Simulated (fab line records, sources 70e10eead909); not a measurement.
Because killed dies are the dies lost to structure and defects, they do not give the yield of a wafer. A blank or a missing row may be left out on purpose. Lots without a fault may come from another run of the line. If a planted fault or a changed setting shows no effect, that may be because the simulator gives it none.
Chamber matching | flow nandHarc | 4 sister chambers for NHARC_P_CONTACT_ALD_22 on aldMetal-04
The step deposits TiN, target thk 3 nm, pulse time 1 s, ald cycles 150. 14 wafers are shown with their chamber, then 7 later ones without.

== WAFERS, EACH WITH ITS CHAMBER ==
wafer  | chamber | heaterPowerW (W) | precursorPulseHeightRel
L079.3 | 0       | 1245             | 1.023
L079.5 | 0       | 1247             | 1.022
L079.6 | 1       | 1263             | 0.997
L083.1 | 3       | 914              | 1.000
L083.4 | 1       | 1234             | 1.010
L083.5 | 3       | 928              | 0.960
L087.1 | 1       | 1249             | 1.013
L087.5 | 0       | 1280             | 1.040
L087.6 | 1       | 1287             | 0.987
L089.1 | 1       | 1290             | 0.986
L089.3 | 2       | 1204             | 1.003
L089.6 | 2       | 1207             | 0.989
L094.1 | 1       | 1193             | 1.037
L094.2 | 3       | 920              | 1.013

SIGNATURES (averages over the wafers above)
reading                 | chamber 0 | chamber 1 | chamber 2 | chamber 3 | scatter within a chamber
heaterPowerW            | 1257.33   | 1252.67   | 1205.50   | 920.67    | 27.3
precursorPulseHeightRel | 1.02833   | 1.00500   | 0.99600   | 0.99100   | 0.0192
Rule: a wafer lies at a distance from a chamber equal to the root of the sum of squares, over the readings, of (its reading less the chamber's mean, divided by the reading's scatter). The wafer belongs to the nearest chamber; if the next one is less than 2 further off, it can't be placed. The scatter: the root of (the sum of the squares of (reading less its chamber's mean) over the shown wafers, divided by (wafers less chambers)).

== WAFERS WHOSE CHAMBER IS MISSING ==
wafer  | heaterPowerW (W) | precursorPulseHeightRel
L094.3 | 1223             | 1.005
L094.4 | 1253             | 0.990
L094.5 | 910              | 1.029
L094.6 | 1188             | 1.029
L096.2 | 1187             | 1.024
L096.4 | 1275             | 0.988
L096.5 | 1211             | 0.962

== WHICH CHAMBER EACH WENT THROUGH ==
wafer  | from the rows above          | in truth
L094.3 | can't be placed: 2 or 1 or 0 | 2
L094.4 | can't be placed: 1 or 2 or 0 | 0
L094.5 | 3                            | 3
L094.6 | can't be placed: 2 or 0 or 1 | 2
L096.2 | can't be placed: 2 or 0 or 1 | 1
L096.4 | can't be placed: 1 or 0 or 2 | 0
L096.5 | can't be placed: 2 or 1      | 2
1 of 7 placed correctly. Can't be placed from these rows: 6 (the true chamber is among the candidates in 6). 0 placed wrongly.
